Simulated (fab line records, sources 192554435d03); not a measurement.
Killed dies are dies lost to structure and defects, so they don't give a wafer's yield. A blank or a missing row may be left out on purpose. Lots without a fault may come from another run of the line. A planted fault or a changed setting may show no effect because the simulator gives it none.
Split-lot experiment | flow n5_finfet | 7 lots, 21 wafers read, on a route of 1938 steps

THE SPLIT
At N5_BEOL_M9_HM_DEP_02 (deposits TiN, target thk 20 nm), the setting target_thk_a was moved away from the recipe's 200 angstrom on 8 of the 21 wafers read, by -7.3% to +13.3%. The other wafers ran this setting at the recipe's value.

FROM THE SPLIT TO THE READING: what the file shows between them, 5 steps
- N5_BEOL_M9_COAT_59: time 60 s, resist thk 100 nm (also split here: temp_c)
- N5_BEOL_M9_COAT_60: time 60 s, resist thk 30 nm
- N5_BEOL_M9_COAT_05: resist thk 90 nm
- N5_BEOL_M9_STRIP_68: strips in N2/H2
- N5_BEOL_M9_STRIP_67: strips in CF4

THE READING
etch.depth_nm (the simulator's own value, which no gauge read), in nm, at N5_BEOL_M9_HM_OPEN_17 (chemistry Cl2/BCl3, target TiN, target depth 20 nm, overetch 6 nm). The file gives no usual value for it. The 13 wafers here that ran the recipe average 20.10 nm, standard deviation 0.21 nm.

wafer  | tool, chamber at the split | target_thk_a as run, angstrom | against the recipe | etch.depth_nm, nm | against lot-mates on the recipe
L084.3 | pvd_sputter-01, -          | 191.5                         | -4.2%              | 18.73             | -0.97
L084.4 | pvd_sputter-01, -          | 191.5                         | -4.2%              | 18.56             | -1.14
L084.5 | pvd_sputter-01, -          | 200                           | recipe             | 19.7              | -
L086.3 | pvd_sputter-02, -          | 226.6                         | +13.3%             | 22.68             | +2.62
L086.5 | pvd_sputter-02, -          | 200                           | recipe             | 20.06             | -
L086.6 | pvd_sputter-02, -          | 226.6                         | +13.3%             | 22.36             | +2.30
L090.3 | pvd_sputter-02, -          | 185.5                         | -7.3%              | 18.92             | -1.43
L090.4 | pvd_sputter-02, -          | 200                           | recipe             | 20.52             | -
L090.6 | pvd_sputter-02, -          | 200                           | recipe             | 20.18             | -
L089.1 | pvd_sputter-03, -          | 200                           | recipe             | 20.01             | -
L089.2 | pvd_sputter-03, -          | 200                           | recipe             | 19.93             | -
L089.6 | pvd_sputter-03, -          | 200                           | recipe             | 19.9              | -
L091.3 | pvd_sputter-01, -          | 200                           | recipe             | 20.16             | -
L091.4 | pvd_sputter-01, -          | 216                           | +8.0%              | 21.31             | +1.16
L091.6 | pvd_sputter-01, -          | 200                           | recipe             | 20.13             | -
L094.1 | pvd_sputter-01, -          | 200                           | recipe             | 20.28             | -
L094.2 | pvd_sputter-01, -          | 200                           | recipe             | 19.87             | -
L094.5 | pvd_sputter-01, -          | 200                           | recipe             | 20.23             | -
L097.1 | pvd_sputter-03, -          | 223.2                         | +11.6%             | 22.37             | +2.06
L097.2 | pvd_sputter-03, -          | 200                           | recipe             | 20.31             | -
L097.6 | pvd_sputter-03, -          | 223.2                         | +11.6%             | 22.5              | +2.19

THE FIT
A straight line over all 21 wafers: etch.depth_nm changes by +0.197 nm for each +1% of target_thk_a; r = +0.97; the points scatter about the line by 0.29 nm.
The same after taking each lot's own level away (the mean of its wafers on the recipe; 21 wafers): +0.188 nm for each +1%; r = +0.99; scatter 0.15 nm.
On that fit, the largest move of target_thk_a shifts the reading by 2.5 nm.
The lots' own levels span 19.700 to 20.350 nm, that is 3.1 times the standard deviation above.
So the lot-to-lot level changes the slope little: the two slopes agree.
Check: with one of the wafers moved furthest among these (+13.3%) left out of the fit, the line predicts +2.39 nm for it against its lot-mates. It came out at +2.62 nm against them.

OTHER SPLITS ON THESE WAFERS
These wafers also went through other splits before the reading. Each is held against what the fit with the lots' levels taken away leaves over:
other split on the same wafers | wafers away from the commonest value | r with etch.depth_nm (lot level and that fit taken away)
N5_BEOL_M6_COAT_22 spin_rpm    | 7                                    | -0.28
N5_BEOL_M8_COAT_22 spin_rpm    | 7                                    | +0.15
N5_BEOL_M8_EXPOSE_25 dose_mj   | 9                                    | +0.22
N5_BEOL_M9_COAT_59 temp_c      | 9                                    | +0.39

THE WHOLE CHAIN: every reading that the file lists as answering this split, in the file's order
step                  | what it does                                                      | reading                                                                          | change (the file's fit)               | r (the file's)
N5_BEOL_M9_HM_DEP_02  | deposits TiN, target thk 20 nm                                    | TiN_of_BEOL_M9_HM_DEP_02.thk_nm (the simulator's own value, which no gauge read) | +0.181 nm for each +1% of the setting | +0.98
N5_BEOL_M9_HM_OPEN_17 | chemistry Cl2/BCl3, target TiN, target depth 20 nm, overetch 6 nm | etch.depth_nm (the simulator's own value, which no gauge read)                   | +0.183 nm for each +1% of the setting | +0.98

THE FILE'S OWN FIT
etch.depth_nm changes by +0.183 nm for each +1% of target_thk_a, r = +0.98.
